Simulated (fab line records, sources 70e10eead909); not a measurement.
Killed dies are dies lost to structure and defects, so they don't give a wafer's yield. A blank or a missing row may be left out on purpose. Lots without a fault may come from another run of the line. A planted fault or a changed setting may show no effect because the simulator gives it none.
Chamber matching | flow nand_harc | NHARC_A_CHANNEL_FILL_D2_ETCHBACK_20 on rie_diel-12: 4 sister chambers
The step etches the open film in C4F8/O2/Ar, target depth 27 nm, time 13.5 s. 18 wafers are shown with their chamber, then 9 later ones without.

WAFERS WITH THEIR CHAMBER
wafer  | chamber | rf_vpp_V (V) | oes_product_au (a.u.)
L074.1 | 1       | 974          | 1.000
L074.4 | 2       | 986          | 1.008
L074.6 | 2       | 987          | 1.018
L078.3 | 2       | 985          | 1.031
L078.4 | 1       | 974          | 0.991
L078.6 | 3       | 989          | 0.982
L080.1 | 1       | 972          | 0.965
L080.3 | 3       | 988          | 0.924
L080.5 | 2       | 987          | 0.957
L084.1 | 2       | 986          | 1.011
L084.3 | 0       | 987          | 0.990
L084.6 | 1       | 972          | 0.988
L086.1 | 3       | 987          | 0.980
L086.3 | 0       | 984          | 1.005
L086.4 | 1       | 973          | 1.008
L088.1 | 3       | 987          | 0.894
L088.2 | 0       | 984          | 0.928
L088.5 | 0       | 985          | 0.915

SIGNATURES (means of the wafers above)
reading        | chamber 0 | chamber 1 | chamber 2 | chamber 3 | scatter within a chamber
rf_vpp_V       | 985.00    | 973.00    | 986.20    | 987.75    | 1.05
oes_product_au | 0.95950   | 0.99040   | 1.00500   | 0.94500   | 0.0337
Rule: a wafer's distance from a chamber is the root of the sum, over the readings, of the square of ((its reading less the chamber's mean) divided by the reading's scatter). The wafer belongs to the nearest chamber; if the next one is less than 2 further off, it can't be placed. The scatter: the root of (the sum of the squares of (reading less its chamber's mean) over the shown wafers, divided by (wafers less chambers)).

WAFERS WITHOUT THEIR CHAMBER
wafer  | rf_vpp_V (V) | oes_product_au (a.u.)
L091.1 | 987          | 0.961
L091.2 | 983          | 0.995
L091.3 | 973          | 0.991
L096.2 | 987          | 1.001
L096.3 | 984          | 0.986
L096.4 | 987          | 0.982
L097.1 | 987          | 0.923
L097.2 | 972          | 0.949
L097.5 | 974          | 0.944

WHICH CHAMBER EACH WENT THROUGH
wafer  | from the rows above          | in truth
L091.1 | can't be placed: 3 or 2 or 0 | 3
L091.2 | can't be placed: 0 or 2      | 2
L091.3 | 1                            | 1
L096.2 | can't be placed: 2 or 3 or 0 | 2
L096.3 | can't be placed: 0 or 2      | 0
L096.4 | can't be placed: 2 or 3 or 0 | 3
L097.1 | can't be placed: 3 or 0 or 2 | 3
L097.2 | 1                            | 1
L097.5 | 1                            | 1
Placed correctly: 3 of 9. Can't be placed from these rows: 6 (the true chamber is among the candidates in 6). Placed wrongly: 0.
